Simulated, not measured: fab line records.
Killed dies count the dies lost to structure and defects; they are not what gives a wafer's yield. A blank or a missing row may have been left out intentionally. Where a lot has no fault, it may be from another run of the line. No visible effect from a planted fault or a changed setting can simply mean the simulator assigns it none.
Chamber matching | flow n5_finfet | N5_BEOL_M9_STRIP_36 on rie_diel-04: 4 sister chambers
The step strips in N2/H2. 18 wafers are shown with their chamber, then 9 later ones without.

## WAFERS WITH THEIR CHAMBER
wafer  | chamber | drypump_motor_current_A (A) | showerhead_plenum_p_Torr (Torr) | oes_product_au (a.u.)
L076.1 | 1       | 5.1                         | 2.56                            | 0.84
L076.4 | 0       | 6.0                         | 2.47                            | 0.88
L076.6 | 2       | 5.2                         | 2.39                            | 0.68
L075.1 | 3       | 5.6                         | 2.42                            | 0.77
L075.3 | 0       | 6.0                         | 2.47                            | 0.88
L075.6 | 3       | 5.6                         | 2.42                            | 0.76
L077.2 | 0       | 6.0                         | 2.47                            | 0.87
L077.4 | 2       | 5.2                         | 2.39                            | 0.69
L077.6 | 1       | 5.2                         | 2.56                            | 0.83
L079.1 | 2       | 5.2                         | 2.39                            | 0.67
L079.2 | 3       | 5.6                         | 2.42                            | 0.76
L079.4 | 0       | 6.0                         | 2.47                            | 0.86
L086.2 | 2       | 5.2                         | 2.38                            | 0.67
L086.4 | 1       | 5.2                         | 2.56                            | 0.82
L086.5 | 3       | 5.6                         | 2.42                            | 0.75
L092.2 | 0       | 6.0                         | 2.46                            | 0.85
L092.3 | 3       | 5.6                         | 2.41                            | 0.74
L092.5 | 1       | 5.1                         | 2.55                            | 0.80

SIGNATURES, as means of the wafers listed above
reading                  | chamber 0 | chamber 1 | chamber 2 | chamber 3 | scatter within a chamber
drypump_motor_current_A  | 6.000     | 5.150     | 5.200     | 5.600     | 0.0267
showerhead_plenum_p_Torr | 2.4680    | 2.5575    | 2.3875    | 2.4180    | 0.00471
oes_product_au           | 0.8680    | 0.8225    | 0.6775    | 0.7560    | 0.013
Rule: distance of a wafer from a chamber = root of the sum over the readings of ((wafer's reading minus chamber's mean) / reading's scatter) squared. The wafer belongs to the nearest chamber; if the next one is less than 2 further off, it can't be placed. How the scatter is found: for the shown wafers, subtract from each reading the mean of its chamber, square and add these, divide the total by (wafers less chambers), then take the root.

## WAFERS WITH NO CHAMBER GIVEN
wafer  | drypump_motor_current_A (A) | showerhead_plenum_p_Torr (Torr) | oes_product_au (a.u.)
L096.1 | 6.0                         | 2.45                            | 0.83
L096.3 | 5.6                         | 2.41                            | 0.74
L096.4 | 5.1                         | 2.55                            | 0.81
L097.1 | 5.6                         | 2.41                            | 0.74
L097.2 | 6.0                         | 2.45                            | 0.82
L097.3 | 5.2                         | 2.70                            | 0.98
L097.4 | 5.1                         | 2.55                            | 0.79
L097.5 | 5.6                         | 2.41                            | 0.73
L097.6 | 5.2                         | 2.70                            | 0.97

## WHICH CHAMBER EACH WENT THROUGH
wafer  | from the rows above | in truth
L096.1 | 0                   | 0
L096.3 | 3                   | 3
L096.4 | 1                   | 1
L097.1 | 3                   | 3
L097.2 | 0                   | 0
L097.3 | 1                   | 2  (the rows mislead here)
L097.4 | 1                   | 1
L097.5 | 3                   | 3
L097.6 | 1                   | 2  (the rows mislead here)
Correct placement for 7 of the 9. Number that these rows cannot place: 0. Placed wrongly: 2.
